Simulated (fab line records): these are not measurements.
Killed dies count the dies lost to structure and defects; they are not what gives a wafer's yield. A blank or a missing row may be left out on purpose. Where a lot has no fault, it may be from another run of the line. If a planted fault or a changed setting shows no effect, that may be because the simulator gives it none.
Matching of chambers -- flow n5 finfet -- N5_BEOL_M2_PRE_CLEAN_60 on cvd co-01: 3 sister chambers
The step time 15 s. 6 wafers are shown with their chamber, then 12 later ones without.

== WAFERS, EACH WITH ITS CHAMBER ==
wafer,chamber,heater power w (W)
L088.1,2,91
L088.4,2,92
L088.5,0,88
L089.2,1,67
L089.4,0,90
L089.6,1,66

== WAFERS WHOSE CHAMBER IS MISSING ==
wafer,heater power w (W)
L090.2,89
L090.3,93
L090.5,67
L092.1,90
L092.2,94
L092.5,91
L094.1,92
L094.3,67
L094.5,93
L095.2,67
L095.3,93
L095.4,65

== WHICH CHAMBER EACH ONE RAN IN ==
wafer,from the rows above,in truth
L090.2,0,0
L090.3,2,2
L090.5,1,1
L092.1,can't be placed: 0 or 2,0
L092.2,2,2
L092.5,can't be placed: 2 or 0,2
L094.1,2,2
L094.3,1,1
L094.5,2,2
L095.2,1,1
L095.3,2,2
L095.4,1,1
10 of 12 placed correctly. These rows do not allow placing 2 (true chamber among the candidates in 2). Number placed wrongly: 0.
How it was worked out, from the rows above alone: a wafer's distance from a chamber is the root of the sum, over the readings, of the square of ((its reading less the chamber's mean) divided by the reading's scatter). If the next closest chamber is less than 2 further off than the closest, the wafer can't be placed; otherwise it belongs to the closest. A chamber's mean is the mean of its shown wafers. The scatter: take each reading less its chamber's mean, square it, sum over the shown wafers, divide by the number of wafers less the number of chambers, and take the root.
